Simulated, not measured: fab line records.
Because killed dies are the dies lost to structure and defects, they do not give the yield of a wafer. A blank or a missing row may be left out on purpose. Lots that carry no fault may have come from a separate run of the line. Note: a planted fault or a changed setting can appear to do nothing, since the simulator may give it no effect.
A lot that was struck, set against a sound lot | flow n5Finfet | 36 out of 1938 route steps
Sound: wafers L561.2, L561.3, L561.6. Struck: wafer L547.4; the same lot's L547.2 was not struck, so it is left out; see the end for the cause.
Per side, at each step with rows, come the tool, then ch with its chambers, and then its first start. Under that, the readings that differ: sound wafers | struck wafers | difference of the means | sigmas: that difference in standard deviations of wafers without a fault.
alike: same words and numbers on both sides, and readings whose means sit less than 2 such deviations apart. not compared: any withheld reading, any reading some wafer has no value for, any bound like >300 that may hide the same value, and any number with overlapping values for which the record gives no deviation.
The two part at a step that has a row with sigmas, a row that says differs or no value, or rows on one side only. When numbers do not overlap yet have no deviation, they are printed without sigmas and do not part them. A reading that every wafer of one side lacks parts them only if that side has two wafers or more.

first, 9 steps without rows for these wafers: N5_BEOL_M6_ALD_77 (deposits TaN, target thk 2 nm, pulse time 2 s, purge time 3 s); N5_BEOL_M6_SURFACE_TREAT_79; N5_BEOL_M6_CVD_78 (deposits Co from CCTBA/H2, target thk 2 nm, time 142.3 s); N5_BEOL_M6_SPUTTER_48 (material Cu, target thk 10 nm, time 1.667 s); N5_BEOL_M6_ECD_50 (material Cu, target thk 300 nm); N5_BEOL_M6_ANNEAL_51 (time 90 s); N5_BEOL_M6_CMP_52 (polishes, stops on SiCOH lowk, t overpolish 6.9 s, target thk 80 nm); N5_BEOL_M6_PRE_CLEAN_55 (time 15 s); N5_BEOL_M6_DEP_56 (deposits SiCN from 3MS/NH3, target thk 10 nm, time 17.5 s).
N5_BEOL_M7_ILD_DEP_00: deposits SiCOH lowk from DEMS/porogen, target thk 179.75 nm, time 33.4 s.
  sound on pecvd-04 ch 0,1,2, day 13 20:44; struck on pecvd-02 ch 2, day 9 20:11
reading                                           | sound             | struck | difference | sigmas
model.SiCOH_lowk_of_BEOL_M7_ILD_DEP_00.thkNm (nm) | 176.8 177.2 179.6 | 195.2  | +17.3      | 
  alike: chamberPressureTorr, heaterPowerW, rfFwdPowerW, showerheadPlenumPTorr, throttleValvePct
then, 1 step without rows for these wafers: N5_BEOL_M7_CURE_74 (cures SiCOH lowk, time 240 s).
N5_BEOL_M7_THK_MEAS_01:
  sound on filmMetro-02, day 13 21:19; struck on filmMetro-02, day 9 20:46
reading         | sound             | struck | difference | sigmas
M7_ILD_THK (nm) | 152.5 152.8 154.9 | 168.6  | +15.2      | +8
then, 23 steps without rows for these wafers: N5_BEOL_M7_PECVD_70 (deposits SiO2 from TEOS/O2, target thk 20 nm, time 22.7 s); N5_BEOL_M7_HM_DEP_02 (deposits TiN, target thk 20 nm); N5_BEOL_M7_COAT_59 (time 60 s, resist thk 100 nm); N5_BEOL_M7_COAT_60 (time 60 s, resist thk 35 nm); N5_BEOL_M7_COAT_05 (resist thk 90 nm); N5_BEOL_M7_EBR_07; N5_BEOL_M7_SOFTBAKE_06 (time 60 s); N5_BEOL_M7_EXPOSE_08 (exposes mask M7); N5_BEOL_M7_PEB_09 (peb time 60 s); N5_BEOL_M7_DEVELOP_10 (develop time 30 s); N5_BEOL_M7_DESCUM_16 (chemistry O2, time 7.9 s); N5_BEOL_M7_ETCH_61 (etches SiARC in CF4, target depth 45.5 nm, time 75.8 s); N5_BEOL_M7_ETCH_62 (etches SOC in N2/H2, target depth 110 nm, overetch 22 nm, time 165 s); N5_BEOL_M7_STRIP_68 (strips in N2/H2); N5_BEOL_M7_STRIP_67 (strips in CF4); N5_BEOL_M7_HM_OPEN_17 (chemistry Cl2/BCl3, target TiN, target depth 20 nm, overetch 6 nm); N5_BEOL_M7_STRIP_19 (strips in O2); N5_BEOL_M7_COAT_63 (time 60 s, resist thk 60 nm); N5_BEOL_M7_COAT_64 (time 60 s, resist thk 12 nm); N5_BEOL_M7_COAT_71 (time 60 s, resist thk 5 nm); N5_BEOL_M7_COAT_22 (resist thk 30 nm); N5_BEOL_M7_EBR_24; N5_BEOL_M7_SOFTBAKE_23 (time 60 s).
N5_BEOL_M7_CMP_52: polishes, stops on SiCOH lowk, t overpolish 6.9 s, target thk 80 nm.
  sound on cmp-02 ch 2,3, day 14 03:47; struck on cmp-01 ch 3, day 10 03:40
reading                                           | sound           | struck | difference | sigmas
model.SiCOH_lowk_of_BEOL_M7_ILD_DEP_00.thkNm (nm) | 149.4 149.8 152 | 165.6  | +15.2      | 
  alike: motorCurrentA, platenRpm

== WHERE THEY PART ==
Only at N5_BEOL_M7_THK_MEAS_01, within this record. Later steps at which nothing parts them and some readings are alike: N5_BEOL_M7_CMP_52.

WHY: what had been put in by the simulator
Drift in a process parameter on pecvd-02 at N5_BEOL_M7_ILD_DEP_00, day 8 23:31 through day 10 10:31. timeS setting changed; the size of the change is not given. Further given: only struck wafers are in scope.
